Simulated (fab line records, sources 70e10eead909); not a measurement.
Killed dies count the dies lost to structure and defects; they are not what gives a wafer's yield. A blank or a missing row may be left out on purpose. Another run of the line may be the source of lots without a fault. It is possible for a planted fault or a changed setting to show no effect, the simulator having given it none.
Which of the tools did it? :: flow nandHarc :: 14 lots, 42 wafers sampled, at 3 steps of a route of 1159

## WHAT EACH GAUGE READ, for each wafer
NHARC_P_STI_INSPECT_25. Usual: rawDefectCount reads 217 (standard deviation 80).
lot: L733
measured: day 3 19:44
on: defectInspect-02
rawDefectCount: 269 257 411
flag: 

lot: L734
measured: day 4 02:33
on: defectInspect-02
rawDefectCount: 195 252 173
flag: 

lot: L735
measured: day 4 02:33
on: defectInspect-01
rawDefectCount: 211 171 174
flag: 

lot: L738
measured: day 4 23:40
on: defectInspect-02
rawDefectCount: 226 200 198
flag: 

lot: L747
measured: day 7 05:40
on: defectInspect-02
rawDefectCount: 137 144 178
flag: 

lot: L749
measured: day 7 18:04
on: defectInspect-02
rawDefectCount: 198 312 195
flag: 

lot: L751
measured: day 8 12:13
on: defectInspect-01
rawDefectCount: 103 158 199
flag: 

lot: L752
measured: day 8 12:13
on: defectInspect-02
rawDefectCount: 373 247 350
flag: 

lot: L753
measured: day 8 12:13
on: defectInspect-01
rawDefectCount: 251 184 301
flag: 

lot: L754
measured: day 9 00:34
on: defectInspect-01
rawDefectCount: 226 393 168
flag: 

lot: L755
measured: day 9 07:41
on: defectInspect-01
rawDefectCount: 158 114 128
flag: 

lot: L756
measured: day 9 12:47
on: defectInspect-02
rawDefectCount: 153 104 145
flag: 

## WHICH TOOL RAN EACH LOT (tool, then ch and the chambers of the sampled wafers, then the start)
lot: L733
NHARC_P_ZERO_WELL_DEVELOP_10: lithoTrack-02 ch 0, day 1 13:00
NHARC_P_ZERO_WELL_ETCH_63: rieSi-01 ch 2,3, day 1 13:33

lot: L734
NHARC_P_ZERO_WELL_DEVELOP_10: lithoTrack-02 ch 0, day 1 19:00
NHARC_P_ZERO_WELL_ETCH_63: rieSi-06 ch 0,2,3, day 1 19:32

lot: L735
NHARC_P_ZERO_WELL_DEVELOP_10: lithoTrack-02 ch 0, day 2 01:00
NHARC_P_ZERO_WELL_ETCH_63: rieSi-04 ch 1,2, day 2 01:52

lot: L738
NHARC_P_ZERO_WELL_DEVELOP_10: lithoTrack-02 ch 0, day 2 19:00
NHARC_P_ZERO_WELL_ETCH_63: rieSi-04 ch 0,1,2, day 2 19:38

lot: L740
NHARC_P_ZERO_WELL_DEVELOP_10: lithoTrack-02, day 3 07:00
NHARC_P_ZERO_WELL_ETCH_63: rieSi-04 ch 0,2,3, day 3 07:42

lot: L741
NHARC_P_ZERO_WELL_DEVELOP_10: lithoTrack-07, day 3 13:00
NHARC_P_ZERO_WELL_ETCH_63: rieSi-04 ch 0,3, day 3 13:40

lot: L747
NHARC_P_ZERO_WELL_DEVELOP_10: lithoTrack-07 ch 0, day 5 01:00
NHARC_P_ZERO_WELL_ETCH_63: rieSi-06 ch 0,2,3, day 5 01:43

lot: L749
NHARC_P_ZERO_WELL_DEVELOP_10: lithoTrack-07 ch 0, day 5 13:00
NHARC_P_ZERO_WELL_ETCH_63: rieSi-04 ch 0,1,2, day 5 13:35

lot: L751
NHARC_P_ZERO_WELL_DEVELOP_10: lithoTrack-07 ch 0, day 6 01:00
NHARC_P_ZERO_WELL_ETCH_63: rieSi-04 ch 0,3, day 6 01:40

lot: L752
NHARC_P_ZERO_WELL_DEVELOP_10: lithoTrack-02 ch 0, day 6 07:00
NHARC_P_ZERO_WELL_ETCH_63: rieSi-06 ch 2,3, day 6 07:40

lot: L753
NHARC_P_ZERO_WELL_DEVELOP_10: lithoTrack-07 ch 0, day 6 13:00
NHARC_P_ZERO_WELL_ETCH_63: rieSi-04 ch 0,1,3, day 6 13:41

lot: L754
NHARC_P_ZERO_WELL_DEVELOP_10: lithoTrack-05 ch 0, day 6 19:00
NHARC_P_ZERO_WELL_ETCH_63: rieSi-01 ch 0,2,3, day 6 19:40

lot: L755
NHARC_P_ZERO_WELL_DEVELOP_10: lithoTrack-07 ch 0, day 7 01:00
NHARC_P_ZERO_WELL_ETCH_63: rieSi-06 ch 1,2,3, day 7 01:43

lot: L756
NHARC_P_ZERO_WELL_DEVELOP_10: lithoTrack-02 ch 0, day 7 07:00
NHARC_P_ZERO_WELL_ETCH_63: rieSi-01 ch 0,3, day 7 07:39
- NHARC_P_ZERO_WELL_DEVELOP_10: time 50 s.
- NHARC_P_ZERO_WELL_ETCH_63: etches the open film in HBr/Cl2, target depth 120 nm, time 40.1 s.

## AS READ BY THE TOOLS THEMSELVES (means over the sampled wafers that have a number; for cases with no such wafer, the mark the record gives instead)
NHARC_P_ZERO_WELL_DEVELOP_10. Usual: chillPlateTempC 23.01 C, standard deviation 0.11; developerTempC 21.98 C, standard deviation 0.12; resistLineTempC 23.00 C, standard deviation 0.1.
lot: L733
tool: lithoTrack-02
chillPlateTempC (C): 22.99
developerTempC (C): 22.04
resistLineTempC (C): 22.98
flag: 

lot: L734
tool: lithoTrack-02
chillPlateTempC (C): 23.04
developerTempC (C): 21.87
resistLineTempC (C): 22.94
flag: 

lot: L735
tool: lithoTrack-02
chillPlateTempC (C): 23.09
developerTempC (C): 21.91
resistLineTempC (C): 23.21
flag: 

lot: L738
tool: lithoTrack-02
chillPlateTempC (C): 22.98
developerTempC (C): 22.08
resistLineTempC (C): 23.03
flag: 

lot: L740
tool: lithoTrack-02
chillPlateTempC (C): -
developerTempC (C): -
resistLineTempC (C): -
flag: OFF

lot: L741
tool: lithoTrack-07
chillPlateTempC (C): -
developerTempC (C): -
resistLineTempC (C): -
flag: OFF

lot: L747
tool: lithoTrack-07
chillPlateTempC (C): 22.92
developerTempC (C): 22.01
resistLineTempC (C): 22.98
flag: 

lot: L749
tool: lithoTrack-07
chillPlateTempC (C): 23.10
developerTempC (C): 22.05
resistLineTempC (C): 22.96
flag: 

lot: L751
tool: lithoTrack-07
chillPlateTempC (C): 22.91
developerTempC (C): 22.03
resistLineTempC (C): 23.03
flag: 

lot: L752
tool: lithoTrack-02
chillPlateTempC (C): 23.01
developerTempC (C): 21.94
resistLineTempC (C): 23.10
flag: 

lot: L753
tool: lithoTrack-07
chillPlateTempC (C): 22.93
developerTempC (C): 21.97
resistLineTempC (C): 22.92
flag: 

lot: L754
tool: lithoTrack-05
chillPlateTempC (C): 23.09
developerTempC (C): 22.15
resistLineTempC (C): 22.86
flag: 

lot: L755
tool: lithoTrack-07
chillPlateTempC (C): 22.99
developerTempC (C): 21.98
resistLineTempC (C): 22.85
flag: 

lot: L756
tool: lithoTrack-02
chillPlateTempC (C): 22.95
developerTempC (C): 21.85
resistLineTempC (C): 22.98
flag: 

NHARC_P_ZERO_WELL_ETCH_63. Usual: drypumpMotorCurrentA 6.1 A, standard deviation 0.41; oesProductAu 1.003 a.u., standard deviation 0.014; throttleValvePct 26.407 %, standard deviation 0.0094.
lot: L733
tool: rieSi-01
drypumpMotorCurrentA (A): 6.2
oesProductAu (a.u.): 0.992
throttleValvePct (%): 26.414
flag: 

lot: L734
tool: rieSi-06
drypumpMotorCurrentA (A): 6.3
oesProductAu (a.u.): 0.984
throttleValvePct (%): 26.408
flag: 

lot: L735
tool: rieSi-04
drypumpMotorCurrentA (A): 5.9
oesProductAu (a.u.): 1.014
throttleValvePct (%): 26.408
flag: 

lot: L738
tool: rieSi-04
drypumpMotorCurrentA (A): 5.7
oesProductAu (a.u.): 1.006
throttleValvePct (%): 26.405
flag: 

lot: L740
tool: rieSi-04
drypumpMotorCurrentA (A): 6.2
oesProductAu (a.u.): 1.014
throttleValvePct (%): 26.405
flag: 

lot: L741
tool: rieSi-04
drypumpMotorCurrentA (A): 6.3
oesProductAu (a.u.): 0.996
throttleValvePct (%): 26.406
flag: 

lot: L747
tool: rieSi-06
drypumpMotorCurrentA (A): 6.3
oesProductAu (a.u.): 0.992
throttleValvePct (%): 26.420
flag: 

lot: L749
tool: rieSi-04
drypumpMotorCurrentA (A): 5.7
oesProductAu (a.u.): 1.012
throttleValvePct (%): 26.409
flag: 

lot: L751
tool: rieSi-04
drypumpMotorCurrentA (A): 6.1
oesProductAu (a.u.): 1.024
throttleValvePct (%): 26.399
flag: 

lot: L752
tool: rieSi-06
drypumpMotorCurrentA (A): 6.3
oesProductAu (a.u.): 0.999
throttleValvePct (%): 26.407
flag: 

lot: L753
tool: rieSi-04
drypumpMotorCurrentA (A): 5.8
oesProductAu (a.u.): 1.017
throttleValvePct (%): 26.408
flag: 

lot: L754
tool: rieSi-01
drypumpMotorCurrentA (A): 6.2
oesProductAu (a.u.): 1.006
throttleValvePct (%): 26.409
flag: 

lot: L755
tool: rieSi-06
drypumpMotorCurrentA (A): 6.0
oesProductAu (a.u.): 1.010
throttleValvePct (%): 26.403
flag: 

lot: L756
tool: rieSi-01
drypumpMotorCurrentA (A): 6.1
oesProductAu (a.u.): 1.009
throttleValvePct (%): 26.405
flag: 

## THE ANSWER, worked out from the rows above alone
Rule: lot off if the mean of its wafers having a number is beyond 3 standard deviations from the usual mean. Also off: a lot with no number at a reading for which 4 or more lots have one. All remaining lots with rows at the step are treated as sound. The gauges are gone through in route order, then the tools' own readings, and for those a lot's mean is taken as printed above. At the first step where some lot is off, the reading lying furthest off is the one used; lots without a number count as furthest.
Off at NHARC_P_ZERO_WELL_DEVELOP_10 (chillPlateTempC): L740, L741. Without a number there: L740, L741.
A tool fits if, at that step or a process step before it, it ran every lot that is off, and no sound lot after the first of them. Of those tried, none fits.

## WHAT THE SIMULATOR HAD INSERTED
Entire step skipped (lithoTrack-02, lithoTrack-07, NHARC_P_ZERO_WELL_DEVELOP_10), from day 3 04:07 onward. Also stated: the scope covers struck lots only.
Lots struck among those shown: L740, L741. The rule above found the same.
